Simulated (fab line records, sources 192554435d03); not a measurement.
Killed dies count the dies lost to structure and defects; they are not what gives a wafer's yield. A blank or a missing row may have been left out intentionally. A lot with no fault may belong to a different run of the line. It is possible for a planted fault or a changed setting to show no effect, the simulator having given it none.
Matching of chambers ; flow n5Finfet ; 4 sister chambers for N5_FIN_SAQP_SPACER1_ALD_24 on aldSin-04
The step deposits SiO2, target thk 20.3 nm, pulse time 1 s, purge time 2 s. 4 wafers are shown with their chamber, then 8 later ones without.

## EACH WAFER AND ITS CHAMBER
wafer;chamber;heaterPowerW (W)
L080.6;1;408
L082.2;2;463
L083.5;0;438
L084.2;3;514

## WAFERS MISSING THEIR CHAMBER
wafer;heaterPowerW (W)
L084.4;415
L084.6;442
L094.1;402
L094.2;440
L094.3;445
L096.3;458
L096.4;407
L096.5;418

## WHICH CHAMBER EACH ONE RAN IN
wafer;from the rows above;in truth
L084.4;1;1
L084.6;0;0
L094.1;1;1
L094.2;0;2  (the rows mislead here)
L094.3;can't be placed: 0 or 2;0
L096.3;2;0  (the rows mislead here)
L096.4;1;1
L096.5;can't be placed: 1 or 0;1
Correct placement for 4 of the 8. From these rows, 2 cannot be placed; in 2 the true chamber is one of the candidates. Number placed wrongly: 2.
How it was worked out, from the rows above alone: a wafer's distance from a chamber is the root of the sum, over the readings, of the square of ((its reading less the chamber's mean) divided by the reading's scatter). The wafer belongs to the nearest chamber; if the next one is less than 2 further off, it can't be placed. For every chamber, the mean is computed from those of its wafers that are shown. The scatter: with one shown wafer a chamber, the root of the mean of the squares of how far each hidden wafer lies from its nearest shown one.
